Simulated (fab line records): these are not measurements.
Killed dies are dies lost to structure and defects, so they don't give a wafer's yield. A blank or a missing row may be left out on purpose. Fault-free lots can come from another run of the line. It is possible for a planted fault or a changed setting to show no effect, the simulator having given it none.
The tool behind it: which one? | flow nand harc | Sampling: 10 lots, 30 wafers, 5 of 1302 route steps

WHAT EACH GAUGE READ, for each wafer
NHARC_END_SORT_01.
lot  | measured     | on        | killed at array
L310 | day 28 10:59 | prober-02 | 673 671 669
L309 | day 28 05:41 | prober-01 | 672 673 672

EACH LOT AND THE TOOL THAT RAN IT (in order: tool; ch and the chambers of the sampled wafers; start)
lot  | NHARC_A_STAIRCASE_TRIM_235                    | NHARC_A_STAIRCASE_DESCUM_252       | NHARC_A_STAIRCASE_ETCH_271         | NHARC_A_STAIRCASE_ETCH_451
L310 | rie diel-01 ch 0,2,3, day 20 01:46 or earlier | rie diel-13 ch 0,2,3, day 20 01:46 | rie diel-06 ch 0,1,2, day 20 08:07 | rie diel-06 ch 0,1,3, day 28 10:59 or earlier
L309 | rie diel-13 ch 0,1,2, day 20 02:57 or earlier | rie diel-06 ch 0,1,2, day 20 02:57 | rie diel-13 ch 1,2,3, day 20 09:55 | rie diel-13 ch 1,2,3, day 28 05:41 or earlier
L311 | rie diel-06 ch 1,2,3, day 20 14:58 or earlier | rie diel-13 ch 0,1,2, day 20 14:58 | rie diel-13 ch 0,3, day 20 22:58   | rie diel-13 ch 0,1, no start
L312 | rie diel-06 ch 1,2, day 21 01:49 or earlier   | rie diel-06 ch 1,3, day 21 01:49   | rie diel-13 ch 1,2, day 21 09:59   | rie diel-13 ch 0,1, no start
L316 | rie diel-13 ch 0,1,3, day 22 09:25 or earlier | rie diel-13 ch 0,1,2, day 22 09:25 | rie diel-01 ch 0,2, day 22 13:20   | rie diel-01 ch 0,3, no start
L317 | rie diel-01 ch 0,2, day 22 21:14 or earlier   | rie diel-06 ch 1,3, day 22 21:14   | rie diel-06 ch 1,2,3, day 23 02:41 | rie diel-06 ch 0,1,2, no start
L318 | rie diel-01 ch 0,1,3, day 23 15:57 or earlier | rie diel-13 ch 0,3, day 23 15:57   | rie diel-13 ch 2,3, day 23 21:20   | rie diel-13 ch 1,3, no start
L320 | rie diel-13 ch 0,1,3, day 23 16:15 or earlier | rie diel-13 ch 0,1,3, day 23 16:15 | rie diel-06 ch 0,1, day 23 21:41   | rie diel-06 ch 1,2,3, no start
L323 | rie diel-01 ch 1,2,3, day 25 01:44 or earlier | rie diel-13 ch 0,1,2, day 25 01:44 | rie diel-06 ch 0,1,3, day 25 08:35 | rie diel-06 ch 1,2,3, no start
L322 | rie diel-06 ch 2,3, day 25 02:28 or earlier   | rie diel-13 ch 0,3, day 25 02:28   | rie diel-06 ch 0,1,3, day 25 09:07 | rie diel-06 ch 1,2, no start
- NHARC_A_STAIRCASE_TRIM_235: chemistry O2, time 211.2 s.
- NHARC_A_STAIRCASE_DESCUM_252: chemistry O2, time 3 s.
- NHARC_A_STAIRCASE_ETCH_271: etches the open film in CF4/CHF3.
- NHARC_A_STAIRCASE_ETCH_451: etches the open film in CF4/O2, target depth 30 nm, overetch 3 nm, time 16.5 s.

THE ANSWER, worked out from the rows above alone
Rule: the lots themselves supply what counts as usual. Put in order of their means at a reading, lots are off if they are a third of the lots or fewer, leave a main group of 4 or more, and stand apart from it by a gap of 3 or more times the standard deviation of the main group's means; of several such gaps the widest counts. A main group is skipped when, at the precision printed for the reading in the tables above, its means are all equal. A lot without any number at a reading at which 4 lots or more have one is off too. The other lots that the step has rows for count as sound.
Nothing can be told from this: no lot is off at any reading shown.

WHAT THE SIMULATOR PUT IN
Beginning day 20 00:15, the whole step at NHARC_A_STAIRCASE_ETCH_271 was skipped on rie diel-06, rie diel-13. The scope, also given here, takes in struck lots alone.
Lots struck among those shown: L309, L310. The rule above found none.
